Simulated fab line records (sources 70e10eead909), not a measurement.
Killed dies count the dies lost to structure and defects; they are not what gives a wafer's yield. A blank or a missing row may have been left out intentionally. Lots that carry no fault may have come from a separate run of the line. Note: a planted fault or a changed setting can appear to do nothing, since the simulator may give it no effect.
Matching of chambers | flow nand-harc | pecvd-01 running NHARC_A_SGD_CUT_DEP_00: 3 sister chambers
The step deposits SiNx, target thk 50 nm. 6 wafers are shown with their chamber, then 7 later ones without.

## WAFERS PAIRED WITH THEIR CHAMBERS
wafer  | chamber | heater-power-w (W)
L076.6 | 0       | 772
L083.1 | 1       | 604
L083.2 | 0       | 789
L083.6 | 2       | 600
L082.1 | 2       | 678
L082.2 | 1       | 667

## WAFERS WITH NO CHAMBER GIVEN
wafer  | heater-power-w (W)
L082.6 | 719
L092.1 | 632
L092.3 | 753
L092.6 | 604
L093.1 | 574
L093.4 | 833
L093.6 | 562

## WHICH CHAMBER EACH WENT THROUGH
wafer  | from the rows above          | in truth
L082.6 | can't be placed: 0 or 2 or 1 | 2
L092.1 | can't be placed: 1 or 2      | 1
L092.3 | 0                            | 0
L092.6 | can't be placed: 1 or 2      | 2
L093.1 | can't be placed: 1 or 2      | 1
L093.4 | 0                            | 0
L093.6 | can't be placed: 1 or 2      | 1
2 of 7 placed correctly. Cannot be placed on the basis of these rows: 5; the candidates contain the true chamber in 5. Number placed wrongly: 0.
How it was worked out, from the rows above alone: a wafer's distance from a chamber is the root of the sum, over the readings, of the square of ((its reading less the chamber's mean) divided by the reading's scatter). The wafer belongs to the nearest chamber; if the next one is less than 2 further off, it can't be placed. A chamber's mean is the mean of its shown wafers. The scatter: take each reading less its chamber's mean, square it, sum over the shown wafers, divide by the number of wafers less the number of chambers, and take the root.
